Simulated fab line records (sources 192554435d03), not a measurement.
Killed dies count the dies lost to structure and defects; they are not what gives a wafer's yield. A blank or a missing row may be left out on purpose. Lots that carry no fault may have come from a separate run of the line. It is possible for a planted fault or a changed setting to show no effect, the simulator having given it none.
Problem report in the 8D (eight disciplines) form, filled by code + flow n5_finfet + the parts of the form that need people (team, actions taken, sign-off) are left out

1. WHAT IS WRONG
GC_FILL_THK at N5_GATE_CUT_THK_MEAS_24 reads a mean of 237.4 nm on 3 wafers of 2 lots; wafers without a fault read 219.8 nm with a standard deviation of 1.9. That puts it +9.3 standard deviations away from the usual mean.
Seen first at day 5 13:38 on film_metro-02, wafer L700.2. Wafers with a number at this step in the record: 24, from 8 lots. Rule for "out" (also "out of limits"): further than 4 standard deviations from the usual mean. The rest of the wafers with a number are treated as sound.

2. WHAT THIS IS AND IS NOT
| question                    | is                           | is not                                                                                            |
|-----------------------------|------------------------------|---------------------------------------------------------------------------------------------------|
| which readings at this step | GC_FILL_THK                  | -                                                                                                 |
| which lots                  | L700, L702                   | L698, L708, L709, L710, L714, L719                                                                |
| which wafers of those lots  | L700.2, L702.1, L702.5       | L700.3, L700.6, L702.4                                                                            |
| read on which gauges        | film_metro-01, film_metro-02 | -                                                                                                 |
| when                        | from day 5 13:38             | up to then (5 sound wafers); but 16 sound wafers of L702, L708, L709, L710, L714, L719 came after |

3. WHAT RULES OUT EACH SUSPECT
Counting: a tool at a process step up to the reading stays a suspect if it ran every lot that is out. Sound lots after the first of them don't rule it out here, since some wafers of a struck lot are sound.
- the gauge at N5_GATE_CUT_THK_MEAS_24 has been ruled out. 2 gauges (film_metro-01, film_metro-02) read the wafers that are out.
- pecvd-04 at N5_GATE_CUT_HM_DEP_46 (deposits SiO2 from TEOS/O2, target thk 130 nm, time 26.6 s): kept. It processed each lot that is out (first: L700, day 5 10:33); up to then, its last sound lot is L698 (day 5 00:47).
- rie_diel-01 at N5_GATE_CUT_ETCH_37 (etches SOC in N2/H2, target depth 60 nm, overetch 12 nm, time 90 s): kept. It ran every lot that is out, first L700 (day 5 11:05).
- rie_diel-01 at N5_GATE_CUT_HM_OPEN_40 (chemistry C4F6/O2, target SiO2, target depth 139 nm, time 85.1 s): kept. It ran every lot that is out, first L700 (day 5 11:10). On those wafers its own readings are out: etch_rf_on_time_s.
- plasma_asher-02 at N5_GATE_CUT_STRIP_21 (strips in N2/H2, time 30 s): kept. It processed each lot that is out (first: L700, day 5 11:41); up to then, its last sound lot is L698 (day 5 01:55).
Left after counting: pecvd-04 at N5_GATE_CUT_HM_DEP_46, rie_diel-01 at N5_GATE_CUT_ETCH_37, rie_diel-01 at N5_GATE_CUT_HM_OPEN_40, plasma_asher-02 at N5_GATE_CUT_STRIP_21.

4. THE CAUSE (what the simulator had put in)
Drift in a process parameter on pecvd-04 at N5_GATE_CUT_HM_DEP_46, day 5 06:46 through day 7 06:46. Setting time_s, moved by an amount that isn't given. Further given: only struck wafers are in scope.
Of the 4 suspects that counting leaves, this tool is one.

5. THE EFFECT CHAIN, in route order
Each row: a reading whose mean over the struck wafers that have a number lies more than 3 standard deviations from the usual. Scope: only readings with a usual standard deviation given in the record; hours: median across lots of the time from each lot's start at the first step in this table that gives one to its start at this step; sigmas: change in usual standard deviations.
| hours | step                    | reading           | usual    | on struck wafers | change | sigmas |
|-------|-------------------------|-------------------|----------|------------------|--------|--------|
| 0     | N5_GATE_CUT_HM_OPEN_40  | etch_rf_on_time_s | 93.6 s   | 103.2            | +9.6   | +4.8   |
| 2     | N5_GATE_CUT_THK_MEAS_24 | GC_FILL_THK       | 219.8 nm | 237.4            | +17.6  | +9.3   |
It contains these process steps:
- N5_GATE_CUT_HM_OPEN_40: chemistry C4F6/O2, target SiO2, target depth 139 nm, time 85.1 s.
Later measuring or inspecting steps at which every struck wafer that the step has a row for has a number for every such reading, and none has moved that far: N5_BEOL_M4_RC_MEAS_101.

6. WHAT WOULD HAVE CAUGHT IT SOONER
7 hours passed between the start of the fault at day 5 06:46 and the first reading out of limits at a measuring or inspecting step in this record, taken at day 5 13:38.
Of the tool readings at N5_GATE_CUT_HM_DEP_46 for which the record gives a usual standard deviation, none was out on any struck wafer, so an alarm limit of 4 standard deviations on them would not have fired.
L702, from the lots that are out (2), started N5_GATE_CUT_HM_DEP_46 on pecvd-04 later than day 5 13:38. A hold on the tool at that time would have spared it.
